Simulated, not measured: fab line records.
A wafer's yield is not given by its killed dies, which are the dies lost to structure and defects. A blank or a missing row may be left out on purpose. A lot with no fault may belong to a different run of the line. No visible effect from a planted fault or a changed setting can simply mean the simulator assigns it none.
Matching of chambers ; flow n5-finfet ; N5_BEOL_M2_DEP_57 on pecvd-01: 3 sister chambers
The step deposits SiCN from 3MS/NH3, target thk 8 nm, time 14 s. 6 wafers are shown with their chamber, then 8 later ones without.

== EACH WAFER AND ITS CHAMBER ==
wafer;chamber;showerhead-plenum-p-Torr (Torr);throttle-valve-pct (%)
L084.5;1;3.647;9.0
L085.4;1;3.652;8.9
L088.2;0;3.661;8.7
L088.4;2;3.684;8.8
L088.6;0;3.659;8.8
L089.1;2;3.681;8.9

== WAFERS WITHOUT THEIR CHAMBER ==
wafer;showerhead-plenum-p-Torr (Torr);throttle-valve-pct (%)
L089.3;3.654;9.2
L089.6;3.683;8.9
L091.3;3.652;9.1
L091.4;3.660;8.7
L091.6;3.658;9.1
L094.2;3.689;9.0
L094.4;3.681;8.6
L094.5;3.664;8.7

== WHICH CHAMBER EACH ONE RAN IN ==
wafer;from the rows above;in truth
L089.3;1;1
L089.6;2;2
L091.3;1;1
L091.4;0;0
L091.6;can't be placed: 1 or 0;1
L094.2;2;2
L094.4;2;2
L094.5;0;0
Correct placement for 7 of the 8. Unplaceable from these rows: 1, with the true chamber sitting among the candidates in 1. Number placed wrongly: 0.
How it was worked out, from the rows above alone: a wafer's distance from a chamber is the root of the sum, over the readings, of the square of ((its reading less the chamber's mean) divided by the reading's scatter). The wafer belongs to the nearest chamber; if the next one is less than 2 further off, it can't be placed. A chamber's mean is the mean of its shown wafers. The scatter: the root of (the sum of the squares of (reading less its chamber's mean) over the shown wafers, divided by (wafers less chambers)).
